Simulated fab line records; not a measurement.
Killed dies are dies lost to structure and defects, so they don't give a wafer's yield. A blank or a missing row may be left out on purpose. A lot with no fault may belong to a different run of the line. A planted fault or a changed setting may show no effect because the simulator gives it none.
Chamber matching ; flow nandHarc ; rieDiel-06 running NHARC_A_CHANNEL_FILL_D1_ETCHBACK_20: 4 sister chambers
The step etches the open film in C4F8/O2/Ar, target depth 27 nm, time 13.5 s. 20 wafers are shown with their chamber, then 10 later ones without.

## EACH WAFER AND ITS CHAMBER
wafer;chamber;rfVppV (V);oesProductAu (a.u.)
L075.1;2;982;0.93
L075.3;3;972;0.93
L075.6;3;973;0.94
L076.2;1;979;0.93
L076.3;2;983;0.92
L076.5;1;980;0.94
L082.2;0;977;1.02
L082.4;3;973;1.01
L082.6;1;979;1.02
L084.1;0;977;1.00
L084.2;3;973;0.99
L084.3;1;978;0.99
L086.1;3;972;1.00
L086.2;0;976;1.01
L086.3;2;982;1.01
L086.4;0;976;1.01
L086.5;2;983;1.01
L086.6;3;971;1.01
L091.2;1;978;1.00
L091.3;2;982;1.01

SIGNATURES, as means of the wafers listed above
reading;chamber 0;chamber 1;chamber 2;chamber 3;scatter within a chamber
rfVppV;976.50;978.80;982.40;972.33;0.722
oesProductAu;1.0100;0.9760;0.9760;0.9800;0.0366
Rule: distance of a wafer from a chamber = root of the sum over the readings of ((wafer's reading minus chamber's mean) / reading's scatter) squared. If the next closest chamber is less than 2 further off than the closest, the wafer can't be placed; otherwise it belongs to the closest. The scatter: the root of (the sum of the squares of (reading less its chamber's mean) over the shown wafers, divided by (wafers less chambers)).

## WAFERS MISSING THEIR CHAMBER
wafer;rfVppV (V);oesProductAu (a.u.)
L091.4;972;0.99
L092.1;973;1.00
L092.2;982;1.00
L092.6;972;0.99
L092.3;977;0.99
L092.4;978;1.00
L092.5;983;1.00
L096.3;982;1.00
L096.4;975;0.98
L096.6;973;0.96

## CHAMBER TAKEN BY EACH
wafer;from the rows above;in truth
L091.4;3;3
L092.1;3;3
L092.2;2;2
L092.6;3;3
L092.3;can't be placed: 0 or 1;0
L092.4;can't be placed: 1 or 0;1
L092.5;2;2
L096.3;2;2
L096.4;can't be placed: 0 or 3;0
L096.6;3;3
Correct placement for 7 of the 10. Not placeable from these rows: 3 (in 3, the candidates include the true chamber). 0 placed wrongly.
